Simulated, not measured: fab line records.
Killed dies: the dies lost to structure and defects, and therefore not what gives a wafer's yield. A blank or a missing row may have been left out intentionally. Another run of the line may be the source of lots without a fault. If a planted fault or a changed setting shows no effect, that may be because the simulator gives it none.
A single fault, viewed from 2 desks / flow n5Finfet / what lay behind the numbers comes last; until then each desk has only its own

== METROLOGY DESK ==
Lot by lot, what the gauges showed, no matter which tool ran the lot: averages of those sampled wafers that carry a number. The brackets show how far a lot's mean lies from the usual mean; more than 4 standard deviations puts the lot out of limits, marked OUT.
Columns: A = trenchDepthNm at N5_BEOL_M5_OCD_MEAS_38, usual 70.9 nm; B = M5_THK at N5_BEOL_M5_THK_MEAS_53, usual 61.3 nm; C = M5_RS at N5_BEOL_M5_RS_MEAS_57, usual 0.395 ohm/sq
lot=L166; first seen here=day 8 12:07; A=73.4; B=63.4; C=0.379
lot=L168; first seen here=day 8 19:51; A=71.8; B=62.4; C=0.388
lot=L175; first seen here=day 10 13:12; A=70.5; B=61.9; C=0.390
lot=L176; first seen here=day 10 19:16; A=73.7; B=64.8; C=0.372
lot=L178; first seen here=day 11 09:38; A=72.1; B=63.3; C=0.378
lot=L181; first seen here=day 11 23:08; A=71.6; B=61.2; C=0.396
lot=L185; first seen here=day 13 03:07; A=70.8; B=60.0; C=0.402
lot=L187; first seen here=day 13 19:46; A=68.7; B=59.9; C=0.406
Result from this desk: across the 8 lots, nothing is out of limits.

== DESK OF THE TOOL OWNER: rieDiel-05 ==
The tool's own readings at N5_BEOL_M5_TRENCH_ETCH_37 (etches SiCOH lowk in C4F6/O2, target depth 71.652 nm, time 24.7 s): means of the sampled wafers that have a number, for each lot that ran on this tool. The brackets show how far a lot's mean lies from the usual mean; more than 4 standard deviations puts the lot out of limits, marked OUT. Of its 8 readings 7 are shown: the one that was out of limits first, and those that lie furthest out on some lot.
Columns: A = oes_f_703_au at N5_BEOL_M5_TRENCH_ETCH_37, usual 0.81 a.u.; B = oes_o_777_au at N5_BEOL_M5_TRENCH_ETCH_37, usual 0.81 a.u.; C = oesProductAu at N5_BEOL_M5_TRENCH_ETCH_37, usual 0.80 a.u.; D = rfFwdPowerW at N5_BEOL_M5_TRENCH_ETCH_37, usual 339.4 W; E = rfVppV at N5_BEOL_M5_TRENCH_ETCH_37, usual 658 V; F = showerheadPlenumPTorr at N5_BEOL_M5_TRENCH_ETCH_37, usual 2.87 Torr; G = throttleValvePct at N5_BEOL_M5_TRENCH_ETCH_37, usual 20.85 %
lot=L168; first seen here=day 8 19:42; A=0.88; B=0.90; C=0.88; D=339.9; E=658; F=2.95; G=20.94
lot=L175; first seen here=day 10 13:03; A=0.82; B=0.82; C=0.82; D=339.6; E=676; F=2.91; G=20.76
lot=L176; first seen here=day 10 19:07; A=0.93; B=0.93; C=0.85; D=367.6 (+17) OUT; E=644; F=2.92; G=20.89
lot=L178; first seen here=day 11 09:29; A=1.02; B=1.02; C=0.86; D=392.6 (+31) OUT; E=614; F=2.91; G=21.03
This desk finds L176, L178 out of limits, L176 being first, at day 10 19:07 (rfFwdPowerW at N5_BEOL_M5_TRENCH_ETCH_37). L168, L175: within limits.

== TAKEN TOGETHER ==
At day 10 19:07, on L176, L178, the tool owner's desk was in a position to raise an alarm.
Nothing out of limits was seen by the metrology desk.
The metrology desk holds a record of L176, L178, inside its limits.
Every lot named ran N5_BEOL_M5_TRENCH_ETCH_37 on rieDiel-05.

== WHAT THE SIMULATOR PUT IN ==
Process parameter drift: rieDiel-05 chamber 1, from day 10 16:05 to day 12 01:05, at N5_BEOL_M5_TRENCH_ETCH_37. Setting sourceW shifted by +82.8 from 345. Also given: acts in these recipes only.
Struck lots among those shown: L176, L178.
Delay in hours, fault start to first out-of-limits reading, by desk: the tool owner's desk at 3.
